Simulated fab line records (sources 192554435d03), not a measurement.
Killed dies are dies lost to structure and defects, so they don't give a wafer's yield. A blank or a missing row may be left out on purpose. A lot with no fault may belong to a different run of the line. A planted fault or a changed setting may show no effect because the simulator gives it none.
fab line records	flow n5-finfet
record: lots: 4	wafers: 12	last-day: 15
route steps=1938 shown BEOL_M0@733 BEOL_M1@751 BEOL_M4@1111 PASSIVATION@1936
lots with no fault: from the same line, run without faults
start-h: hours from the record's first day to the start of the lot's first wafer shown	wait-h: how many hours have passed since the lot's step before this one	" unchanged from the row above	L1.1+2: a single row standing in for several wafers	- value missing, or start not given	* or withheld: withheld	< > ~ a bound
route shown NAME@n: a module of which the file shows steps, and the number in the route of the first	usual: mean/standard deviation of fault-free wafers	same: alike in all rows	chamber/n: place in a boat	sites: per-site readings	_std_site: their standard deviation	_edge_site: outer sites' mean less inner sites'	radius-mm: how far each site lies from the wafer's centre	mask NAME#n: copy n	behind: the tool/chamber that last shaped the wafer	hold: why the lot went on hold/how many hours it stayed there/how the hold came to an end	device: whichever transistor did not switch (one of n, p or np)	end of line: the tests these same wafers got at the end of their route	a step without rows: its recipe alone	killed: dies lost to structure and defects at the first sort, not the wafer's yield	map: per-die view of a wafer (x killed, . not killed, _ where there is no die)
set.NAME: the setting that was run; set.NAME@STEP: the one run at that earlier step	model.NAME: the simulator's own value behind a step, which no gauge read
lots at selected steps of the route; one table per step, one row per wafer
services: the hour from which a tool's chamber was out of use, counted from the record's first day as start-h (under 0 if before that day), plus the number of hours and why
== steps ==
step: N5_BEOL_M0_CVD_115
recipe: material: Co	target-thk-a: *	temp-c: withheld	precursor: CCTBA/H2	pressure-torr: 30	time-s: 120
step: N5_BEOL_M0_SPUTTER_116
recipe: material: Cu	target-thk-a: 40	temp-c: -20	chamber-pressure-pa: 0.07	power-w: withheld	time-s: 7.37
step: N5_BEOL_M0_ANNEAL_117
recipe: temp-c: 400	time-s: 60	ambient: vacuum
step: N5_BEOL_M0_SPUTTER_132
recipe: material: Cu	target-thk-a: 40	temp-c: -20	chamber-pressure-pa: 0.07	power-w: withheld	time-s: 7.37
step: N5_BEOL_M0_ANNEAL_133
recipe: temp-c: 400	time-s: 60	ambient: vacuum
step: N5_BEOL_M0_SPUTTER_134
recipe: material: Cu	target-thk-a: 40	temp-c: -20	chamber-pressure-pa: 0.07	power-w: withheld	time-s: 7.37
step: N5_BEOL_M0_ANNEAL_135
recipe: temp-c: 400	time-s: 60	ambient: vacuum
step: N5_BEOL_M0_SPUTTER_141
recipe: material: Cu	target-thk-a: 40	temp-c: -20	chamber-pressure-pa: 0.07	power-w: withheld	time-s: 7.37
step: N5_BEOL_M0_ECD_118
recipe: material: Cu	target-thk-a: 3000
step: N5_BEOL_M0_ANNEAL_119
recipe: temp-c: 225	time-s: 90	ambient: N2
step: N5_BEOL_M0_CMP_120
recipe: stop-on: SiOC	t-overpolish-s: 6.9	down-force-psi: 1	platen-rpm: 50	clearing-platen-down-force-psi: 1.5	clearing-platen-rpm: 50	post-cmp-clean: cu-alkaline	clearing-platen-pad-velocity-m-s: 0.99484	pad-velocity-m-s: 0.99484
step: N5_BEOL_M0_PRE_CLEAN_131
recipe: gas: NH3/H2	time-s: 15	temp-c: *	rf-power-w: 300
usual: heater-power-w: 79/12	rf-fwd-power-W: 297.2/1.3
lot.wafer	tool	chamber	start-h	wait-h	heater-power-w	rf-fwd-power-W	since-wet-clean-h
L505.3	cvd-co-01	1	139.17	0.0	89	298.6	1118
L505.5	"	0	"	"	89	298.5	-
L505.6	"	1	"	"	89	298.3	-
L509.2	cvd-co-01	2	166.42	0.0	75	297.0	248
L509.4	"	0	"	"	91	299.3	-
L509.5	"	2	"	"	76	298.9	-
L513.1	cvd-co-01	2	198.77	0.0	76	299.0	281
L513.3	"	1	"	"	89	298.8	1177
L513.5	"	2	"	"	74	297.7	-
L520.1	cvd-co-02	0	227.99	0.0	89	293.9	988
L520.2	"	2	"	"	58	296.7	529
L520.3	"	1	"	"	69	296.3	91
step: N5_BEOL_M0_CO_CAP_123
recipe: material: Co	target-thk-a: 20	temp-c: 200	precursor: CCTBA/H2	pressure-torr: 30	time-s: 102.1
step: N5_BEOL_M0_PRE_CLEAN_124
recipe: gas: NH3	time-s: 15	temp-c: withheld	rf-power-w: 300
step: N5_BEOL_M0_DEP_125
recipe: material: SiCN	target-thk-a: 80	temp-c: withheld	precursor: 3MS/NH3	pressure-torr: 3	rf-w: 202	time-s: 14
step: N5_BEOL_M0_INSPECT_127
recipe: inspect-instrument: darkfield	mode: post-dep
usual: raw-defect-count: 69/22
lot.wafer	tool	chamber	start-h	wait-h	raw-defect-count
L505.3	defect-inspect-01	-	139.42	0.0	50
L505.5	"	-	"	"	62
L505.6	"	-	"	"	49
L509.2	defect-inspect-01	-	166.70	0.0	424
L509.4	"	-	"	"	460
L509.5	"	-	"	"	459
L513.1	defect-inspect-02	-	199.03	0.0	470
L513.3	"	-	"	"	505
L513.5	"	-	"	"	510
L520.1	defect-inspect-02	-	228.27	0.0	69
L520.2	"	-	"	"	68
L520.3	"	-	"	"	94
step: N5_BEOL_M1_ILD_DEP_00
recipe: material: SiOC	target-thk-a: 790	temp-c: 350	precursor: DEMS/O2	pressure-torr: 5	rf-w: 500	time-s: 15.3
step: N5_BEOL_M1_PECVD_72
recipe: material: SiO2	target-thk-a: 160	temp-c: 400	precursor: TEOS/O2	pressure-torr: 5.5	rf-w: 450	teos-flow-sccm: 53.8	gas: O2	flow-sccm: 3000	time-s: 18
step: N5_BEOL_M1_HM_DEP_02
recipe: material: TiN	target-thk-a: 200	temp-c: 25	chamber-pressure-pa: 0.49996
step: N5_BEOL_M1_COAT_61
recipe: resist: SOC	temp-c: 250	time-s: 60	spin-rpm: 1500	resist-thk-nm: 60
step: N5_BEOL_M1_COAT_62
recipe: resist: SiARC	temp-c: 220	time-s: 60	spin-rpm: 1500	resist-thk-nm: 12
step: N5_BEOL_M1_COAT_73
recipe: resist: underlayer	temp-c: 205	time-s: 60	spin-rpm: 1500	resist-thk-nm: 5
step: N5_BEOL_M1_COAT_05
recipe: resist: CAR-EUV	spin-rpm: 1500	resist-thk-nm: 30
step: N5_BEOL_M1_EBR_07
recipe: solvent: PGMEA	ebr-width-mm: 1.5
step: N5_BEOL_M1_SOFTBAKE_06
recipe: temp-c: 110	time-s: 60	resist: CAR-EUV
step: N5_BEOL_M1_EXPOSE_08
recipe: mask-id: M1	na: 0.33	source-shape: dipole	sigma-inner: 0.369	sigma-outer: 0.767	polarization: unpolarized	dose-mj: 33
step: N5_BEOL_M1_PEB_09
recipe: peb-temp-c: 100	peb-time-s: 60	resist: CAR-EUV
step: N5_BEOL_M1_DEVELOP_10
recipe: develop-time-s: 30	developer: TMAH	resist: CAR-EUV	rinse-liquid: surfactant-rinse	dry: air-spin	dev-temp-c: 23
step: N5_BEOL_M1_INSPECT_13
recipe: mode: adi	inspect-instrument: brightfield
usual: raw-defect-count: 408/84
lot.wafer	tool	chamber	start-h	wait-h	raw-defect-count
L505.3	defect-inspect-01	-	140.26	0.0	373
L505.5	"	-	"	"	398
L505.6	"	-	"	"	352
L509.2	defect-inspect-01	-	168.18	0.0	661
L509.4	"	-	"	"	695
L509.5	"	-	"	"	725
L513.1	defect-inspect-02	-	199.83	0.1	805
L513.3	"	-	"	"	1074
L513.5	"	-	"	"	1040
L520.1	defect-inspect-02	-	230.73	0.1	393
L520.2	"	-	"	"	343
L520.3	"	-	"	"	469
step: N5_BEOL_M1_DESCUM_16
recipe: chemistry: O2	time-s: 7	source-power-w: 50	bias-power-w: 20	pressure-mtorr: 20	rf-frequency-hz: 2.712e+07	temp-c: 40	resist: CAR-EUV	o2-flow-sccm: 225
step: N5_BEOL_M1_ETCH_74
recipe: chemistry: N2/H2	target: underlayer	target-depth-a: 65	mask-material: CAR-EUV	time-s: 5.2	ion-energy-ev: 200	pressure-mtorr: 30	source-w: 840	bias-w: 150	n2-flow-sccm: 200	h2-flow-sccm: 200	ends: cleared
step: N5_BEOL_M1_ETCH_63
recipe: chemistry: CF4	target: SiARC	target-depth-a: 156	mask-material: CAR-EUV	time-s: 26	ion-energy-ev: 80	pressure-mtorr: 40	source-w: 545	bias-w: 36	Ar_flow_sccm: 100	cf4-flow-sccm: 100	ends: cleared
step: N5_BEOL_M1_ETCH_64
recipe: chemistry: N2/H2	target: SOC	target-depth-a: 750	overetch-a: 150	mask-material: SiARC	temp-c: 40	time-s: 112.5	ion-energy-ev: 200	pressure-mtorr: 30	source-w: 840	bias-w: 150	n2-flow-sccm: 200	h2-flow-sccm: 200
step: N5_BEOL_M1_STRIP_65
recipe: chemistry: N2/H2	temp-c: 40	n2-flow-sccm: 200	h2-flow-sccm: 200	rf-frequency-hz: 6e+07
step: N5_BEOL_M1_STRIP_75
recipe: chemistry: N2/H2	temp-c: 40	n2-flow-sccm: 200	h2-flow-sccm: 200	rf-frequency-hz: 6e+07
step: N5_BEOL_M1_STRIP_66
recipe: chemistry: CF4	resist: SiARC	power-w: 300	bias-power-w: 75	pressure-mtorr: 50	cf4-flow-sccm: 150	rf-frequency-hz: 6e+07
step: N5_BEOL_M1_HM_OPEN_17
recipe: chemistry: Cl2/BCl3	target-depth-a: 200	overetch-a: 60	target: TiN	mask-material: SOC	ion-energy-ev: 150	pressure-mtorr: 10	icp-w: 1000	bias-w: 126	Cl2_flow_sccm: 53.25	bcl3-flow-sccm: 21.75	Ar_flow_sccm: 25
step: N5_BEOL_M1_INSPECT_30
recipe: mode: adi	inspect-instrument: brightfield
usual: raw-defect-count: 412/82
lot.wafer	tool	chamber	start-h	wait-h	raw-defect-count
L505.3	defect-inspect-02	-	141.25	0.0	397
L505.5	"	-	"	"	394
L505.6	"	-	"	"	377
L509.2	defect-inspect-02	-	169.05	0.0	690
L509.4	"	-	"	"	692
L509.5	"	-	"	"	745
L513.1	defect-inspect-01	-	200.70	0.1	783
L513.3	"	-	"	"	1073
L513.5	"	-	"	"	1036
L520.1	defect-inspect-01	-	231.74	0.1	380
L520.2	"	-	"	"	327
L520.3	"	-	"	"	477
step: N5_BEOL_M4_RC_MEAS_101
usual: DIBL_N: 36.3/1.7	DIBL_P: 36.5/1.8	IOFF_N: 0.16/0.033	IOFF_P: 0.21/0.037	ION_N: 675/11	ION_P: 462/7.9	SS_N: 71.6/0.64	SS_P: 73.3/0.68	VT_N: 249/3.3	VT_P: -250/3.3
lot.wafer	tool	chamber	start-h	wait-h	DIBL_N[mV/V]	DIBL_P[mV/V]	IOFF_N[nA/um]	IOFF_P[nA/um]	ION_N[uA/um]	ION_P[uA/um]	SS_N[mV/dec]	SS_P[mV/dec]	VT_N[mV]	VT_P[mV]
L505.3	prober-01	0	183.02	0.3	38.1	37.8	0.19	0.26	684	467	71.9	73.3	245	-249
L505.5	"	0	"	"	38.4	38.6	0.19	0.27	680	468	72.2	74.1	247	-247
L505.6	"	0	"	"	36.8	36.7	0.16	0.23	675	463	70.9	73.6	250	-248
L509.2	prober-02	0	207.73	0.2	32.4	33.5	0.11	0.17	654	456	70.4	72.3	255	-253
L509.4	"	0	"	"	35.0	35.8	0.14	0.20	661	460	71.8	73.1	250	-249
L509.5	"	0	"	"	36.4	37.2	0.16	0.22	660	454	72.8	73.6	248	-251
L513.1	prober-02	0	231.02	0.0	36.1	36.2	0.17	0.22	676	463	72.2	73.2	249	-250
L513.3	"	0	"	"	39.4	40.8	0.24	0.31	686	470	71.8	74.3	243	-246
L513.5	"	0	"	"	37.9	38.3	0.20	0.25	680	463	72.3	74.7	245	-250
L520.1	prober-01	0	267.45	0.0	35.8	34.5	0.14	0.20	665	465	71.5	71.9	254	-250
L520.2	"	0	"	"	36.5	34.3	0.15	0.20	667	457	71.8	72.8	252	-249
L520.3	"	0	"	"	38.4	38.6	0.19	0.27	675	465	72.3	73.7	249	-246
step: N5_PASSIVATION_PROBE_49
usual: defect-limited-yield: 91.3/1.5	killed_at_M0_to_M3: 34/9.4	killed_at_M4_up: 13/5.3	killed-at-contacts: 13/5.7	killed-at-front-end: 40/10	killed-at-other: 3.7/2.8	killed-dies: 103/17	killed-on-rim: 13/4.2	killed-open: 67/13	killed-short: 35/8.5	sort_bin_5_function: 5.0/0.98	sort_bin_6_memory: 3.3/0.7	sort-n-pass: 1077/17	sort-yield-pct: 91.3/1.5
same: gross-dies: 1180	killed-at-back-side: 0	sort_bin_4_leakage[%]: 0	sort_bin_8_speed[%]: 0
lot.wafer	tool	chamber	start-h	wait-h	defect-limited-yield[%]	killed_at_M0_to_M3	killed_at_M4_up	killed-at-contacts	killed-at-front-end	killed-at-other	killed-dies	killed-on-rim	killed-open	killed-short	sort_bin_5_function[%]	sort_bin_6_memory[%]	sort-n-pass	sort-yield-pct[%]
L505.3	prober-02	-	290.01	0.1	91.9	34	10	14	33	5	96	20	67	29	4.4	3.2	1084	91.9
L505.5	prober-02	-	290.11	0.2	91.3	46	6	10	31	10	103	13	68	35	4.9	3.3	1077	91.3
L505.6	prober-02	-	290.16	0.3	91.1	30	16	8	45	6	105	14	63	38	5.0	3.5	1075	91.1
L509.2	prober-01	-	316.09	0.1	83.6	103	18	16	55	1	193	34	69	48	11.6	2.8	987	83.6
L509.4	prober-01	-	316.19	0.2	85.1	117	13	13	30	3	176	25	47	28	9.1	3.8	1004	85.1
L509.5	prober-01	-	316.24	0.2	83.9	95	25	24	45	1	190	34	78	36	11.0	3.9	990	83.9
L513.1	prober-01	-	332.57	0.0	86.4	103	17	13	27	1	161	26	55	25	9.6	2.8	1019	86.4
L513.3	prober-01	-	332.67	0.1	83.6	139	11	15	28	1	194	3	38	35	9.8	4.3	986	83.6
L513.5	prober-01	-	332.77	0.2	83.8	120	17	15	38	1	191	29	76	38	10.2	4.3	989	83.8
killed by level:class
L505.3 MOL_CONTACT_COAG:geometric-particle:open=13 BEOL_M2:geometric-particle:open=12 FIN_SAQP:geometric-particle:open=10 STI_FIN_REVEAL:geometric-particle:open=9 BEOL_M0_SAQP:geometric-particle:short=8 FIN_SAQP:geometric-particle:short=7 BEOL_M4:geometric-particle:open=6 BEOL_M0_SAQP:geometric-particle:open=5
L505.5 BEOL_M0_SAQP:geometric-particle:open=18 BEOL_M0_SAQP:geometric-particle:short=14 STI_FIN_REVEAL:geometric-particle:open=10 BEOL_M1:geometric-particle:open=6 MOL_CONTACT_COAG:geometric-particle:open=6 FIN_SAQP:geometric-particle:open=5 FIN_SAQP:geometric-particle:short=4 ILD0:geometric-particle:open=4
L505.6 FIN_SAQP:geometric-particle:open=9 MOL_CONTACT_COAG:geometric-particle:open=8 BEOL_M0_SAQP:geometric-particle:open=7 BEOL_M0_SAQP:geometric-particle:short=6 BEOL_M2:geometric-particle:open=6 FIN_SAQP:geometric-particle:short=5 STARTING-WAFER:geometric-particle:short=5 STI_FIN_REVEAL:geometric-particle:open=4
L509.2 BEOL_M0:unspecified=72 FIN_SAQP:geometric-particle:short=19 BEOL_M3:geometric-particle:open=11 MOL_CONTACT_COAG:geometric-particle:open=10 BEOL_M0_SAQP:geometric-particle:open=7 MOL_CONTACT_COAG:geometric-particle:short=6 BEOL_M0_SAQP:geometric-particle:short=6 FIN_SAQP:geometric-particle:open=5
L509.4 BEOL_M0:unspecified=99 MOL_CONTACT_COAG:geometric-particle:open=9 FIN_SAQP:geometric-particle:short=8 BEOL_M0_SAQP:geometric-particle:short=5 BEOL_M2:geometric-particle:open=5 STI_FIN_REVEAL:geometric-particle:open=4 DUMMY_GATE:geometric-particle:open=4 MOL_CONTACT_COAG:geometric-particle:short=4
L509.5 BEOL_M0:unspecified=74 MOL_CONTACT_COAG:geometric-particle:open=19 BEOL_M4:geometric-particle:open=13 FIN_SAQP:geometric-particle:short=12 FIN_SAQP:geometric-particle:open=8 BEOL_M3:geometric-particle:open=7 ILD0:geometric-particle:open=6 MOL_CONTACT_COAG:geometric-particle:short=5
L513.1 BEOL_M0:unspecified=79 MOL_CONTACT_COAG:geometric-particle:open=10 GATE_CUT:geometric-particle:open=7 STI_FIN_REVEAL:geometric-particle:open=6 BEOL_M3:geometric-particle:open=6 GATE_CUT:geometric-particle:short=5 BEOL_M4:geometric-particle:open=5 MOL_CONTACT_COAG:geometric-particle:short=3
L513.3 BEOL_M0:unspecified=116 MOL_CONTACT_COAG:geometric-particle:short=9 FIN_SAQP:geometric-particle:short=6 MOL_CONTACT_COAG:geometric-particle:open=6 BEOL_M2:geometric-particle:open=6 GATE_CUT:geometric-particle:short=5 BEOL_M2:geometric-particle:short=5 BEOL_M3:geometric-particle:open=4
L513.5 BEOL_M0:unspecified=77 BEOL_M3:geometric-particle:open=21 MOL_CONTACT_COAG:geometric-particle:open=10 FIN_SAQP:geometric-particle:short=8 BEOL_M0:geometric-particle:open=7 GATE_CUT:geometric-particle:short=6 MOL_CONTACT_COAG:geometric-particle:short=5 BEOL_M1:geometric-particle:open=5
map L509.2 (x killed, . not)
_________________.........x.x________________
______________......x.x........x_____________
___________xxx.x...................__________
__________xxxxxx...x...x.x.........x_________
________xxxxxxx.x.........xx..x.x....._______
_______xxxxxxxxxx.xx.........x.........______
______xxxxxxxxxxx...x.......x...x......._____
_____xxxxxxxx.xx...........x......x......____
____xxxxxxxxxxxx..................x.......___
___xxx..xxxxxx.x........x.............x....__
___...x...xx.......x.x.....................__
__...x....x.x.x........xx...........x..x...._
__..........x..........................x...._
_xx..x...........x......................x.x..
_.....x...x..................................
_x.................x..x...x.....x..x........x
_...x.......x.................xx.......x.....
_.x............xxx.....x.xx....x............x
_.........x....x.x.............x....x........
_x.xx.........x....x....x..............x.....
_.x.x.................................x......
__..x...........x..........x................_
__.......................x...........x......_
___.......x....xx................x..x......__
___....................................xx..__
____.x..............x........x............___
_____.........x.............x.....x......____
______...x.............xx..x..x......x.._____
_______...........xx.................x.______
________....x.....xx.............xx..._______
__________.........................._________
___________..................x.....__________
______________......x....x.x...._____________
_________________........xxx.________________
map L513.3 (x killed, . not)
_________________............________________
______________........x......x.._____________
___________.................x......__________
__________.................x........_________
________...................x.........._______
_______.......x.x.x............x.......______
______.............x..x.......x.......x._____
_____.....x..............................____
____......................................___
___........x...........x..x..............x.__
___........x...x....x..........x...........__
__.......................x.................._
__..x............x..........x.......x......._
_..x.....................x................x..
_........x.......xx...x.x.....x.........x....
_..................x.x..x..x........x........
_.............x..x...x.x....x......x.......x.
_......x.....xx..x.xxxxxxx.....x......x......
_............x.xx..xxxxxxx...x.............x.
_.......x.....xxxxxxxxxxx......x..........x..
_........x.....x.xxxxxxxx.........x..xx......
__...........xxxxxxxxxxxxx..x..............._
__...........xxxxxxxxxxxxxxx............x..._
___..........xxxxxxxxxxxxxxxx.......x...x..__
___...........x.xxxxxxxxxxx......x.....x...__
____........x..xxxxxxxxxxx..x.............___
_____..........xxxxxxxxx.x...............____
______......x......x........x..x........_____
_______.....................x..........______
________................x...x....x...._______
__________.........................._________
___________........................__________
______________.................._____________
_________________............________________
== services ==
tool	chamber	start-h	hours	kind
cvd-co-01	-	169.85	0.7	repair
cvd-co-02	-	170.89	1.5	repair
cvd-co-02	-	219.85	1.3	repair
== key ==
first-sign: step: N5_BEOL_M0_INSPECT_127	reading: raw-defect-count	direction: up	sigmas: 18	usual: 69	struck: 471
effect: step: N5_BEOL_M1_INSPECT_13	reading: raw-defect-count	direction: up	sigmas: 5.1	usual: 408	struck: 833
effect: step: N5_BEOL_M1_INSPECT_30	reading: raw-defect-count	direction: up	sigmas: 5.2	usual: 412	struck: 836
effect: step: N5_PASSIVATION_PROBE_49	reading: killed_at_M0_to_M3	direction: up	sigmas: 8.4	usual: 34	struck: 113
more-kills-born-at: N5_BEOL_M0_PRE_CLEAN_131@cvd-co-01: 517
met-at N5_BEOL_M0_PRE_CLEAN_131
struck-wafers L509.2,L509.4,L509.5,L513.1,L513.3,L513.5
onset-between 139.17 166.42
fault: kind: chamber-particle-source	tool: cvd-co-01	chamber: -	onset-h: 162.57	steps: N5_BEOL_M0_PRE_CLEAN_131	rate-per-visit-cm2: 0.60968	end-h: 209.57
